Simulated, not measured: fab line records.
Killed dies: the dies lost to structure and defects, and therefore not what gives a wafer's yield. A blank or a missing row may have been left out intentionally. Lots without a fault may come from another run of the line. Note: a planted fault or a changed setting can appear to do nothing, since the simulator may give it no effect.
Chamber matching ; flow n5 finfet ; rie diel-01 running N5_BEOL_M4_ETCH_69: 4 sister chambers
The step etches SiARC in CF4, target depth 15.6 nm, time 26 s. 8 wafers are shown with their chamber, then 8 later ones without.

## WAFERS WITH THEIR CHAMBER
wafer;chamber;drypump motor current A (A);showerhead plenum p Torr (Torr)
L074.2;1;4.9;2.10
L079.1;2;5.5;2.14
L087.3;2;5.5;2.13
L087.6;1;4.9;2.09
L089.1;3;5.8;2.17
L089.3;0;5.4;2.19
L089.6;0;5.3;2.19
L093.1;3;5.8;2.16

## WAFERS WITH NO CHAMBER GIVEN
wafer;drypump motor current A (A);showerhead plenum p Torr (Torr)
L093.2;5.5;2.12
L093.4;4.9;2.09
L094.2;4.9;2.09
L094.4;5.8;2.16
L094.6;5.5;2.12
L097.3;5.3;2.18
L097.4;5.8;2.16
L097.5;4.9;2.09

## WHICH CHAMBER EACH WENT THROUGH
wafer;from the rows above;in truth
L093.2;2;2
L093.4;1;1
L094.2;1;1
L094.4;3;3
L094.6;2;2
L097.3;0;0
L097.4;3;3
L097.5;1;1
Placed correctly: 8 of 8. Left unplaced by these rows: 0. Wrongly placed: 0.
How it was worked out, from the rows above alone: a wafer's distance from a chamber is the root of the sum, over the readings, of the square of ((its reading less the chamber's mean) divided by the reading's scatter). The wafer belongs to the nearest chamber; if the next one is less than 2 further off, it can't be placed. A chamber's mean is the mean of its shown wafers. The scatter: the root of (the sum of the squares of (reading less its chamber's mean) over the shown wafers, divided by (wafers less chambers)).
